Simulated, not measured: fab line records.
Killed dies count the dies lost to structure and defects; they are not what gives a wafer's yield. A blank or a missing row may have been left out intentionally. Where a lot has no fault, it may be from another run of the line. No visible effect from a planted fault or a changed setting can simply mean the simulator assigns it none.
Matching of chambers -- flow n5_finfet -- 4 sister chambers for N5_BEOL_M11_CMP_52 on cmp-04
The step polishes, stops on SiCOH lowk, t overpolish 7 s, target thk 140 nm. 20 wafers are shown with their chamber, then 10 later ones without.

== WAFERS, EACH WITH ITS CHAMBER ==
wafer,chamber,motor_current_A (A),time_to_endpoint_s (s),barrier_field_endpoint_s (s)
L074.2,2,7.4,65,28.7
L074.5,2,7.2,65,29.0
L074.6,3,5.9,65,28.7
L076.1,3,5.9,67,29.1
L076.2,2,7.5,63,28.7
L076.4,0,4.9,62,28.6
L081.3,3,5.5,64,28.4
L081.5,1,6.8,57,27.9
L081.6,2,7.4,62,28.7
L083.2,0,4.9,56,27.3
L083.5,0,5.1,56,27.8
L083.6,3,5.6,58,28.6
L087.1,3,5.5,66,28.3
L087.3,0,5.2,62,27.6
L087.4,1,6.4,60,27.2
L089.1,1,7.1,59,27.3
L089.2,0,4.9,64,29.1
L089.6,2,7.2,63,29.9
L092.2,3,5.8,65,26.8
L092.4,0,5.1,63,27.0

SIGNATURES (means of the wafers above)
reading,chamber 0,chamber 1,chamber 2,chamber 3,scatter within a chamber
motor_current_A,5.017,6.767,7.340,5.700,0.192
time_to_endpoint_s,60.50,58.67,63.60,64.17,2.81
barrier_field_endpoint_s,27.900,27.467,29.000,28.317,0.694
Rule: for a wafer and a chamber, the distance is found by dividing, reading by reading, the gap between the wafer's reading and the chamber's mean by the reading's scatter, squaring, summing and taking the root. The wafer belongs to the nearest chamber; if the next one is less than 2 further off, it can't be placed. The scatter: take each reading less its chamber's mean, square it, sum over the shown wafers, divide by the number of wafers less the number of chambers, and take the root.

== WAFERS WHOSE CHAMBER IS MISSING ==
wafer,motor_current_A (A),time_to_endpoint_s (s),barrier_field_endpoint_s (s)
L092.5,6.8,57,27.3
L094.3,6.5,59,27.7
L094.5,5.5,61,28.6
L094.6,4.7,59,27.6
L095.3,6.9,60,27.1
L095.5,7.2,65,28.7
L095.6,5.5,66,29.2
L097.3,6.4,61,27.8
L097.4,5.7,67,28.4
L097.5,6.0,67,29.4

== EACH ONE'S CHAMBER ==
wafer,from the rows above,in truth
L092.5,1,1
L094.3,1,1
L094.5,can't be placed: 3 or 0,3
L094.6,0,0
L095.3,1,1
L095.5,2,2
L095.6,can't be placed: 3 or 0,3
L097.3,can't be placed: 1 or 3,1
L097.4,3,3
L097.5,3,3
Correct placement for 7 of the 10. Unplaceable from these rows: 3, with the true chamber sitting among the candidates in 3. Wrongly placed: 0.
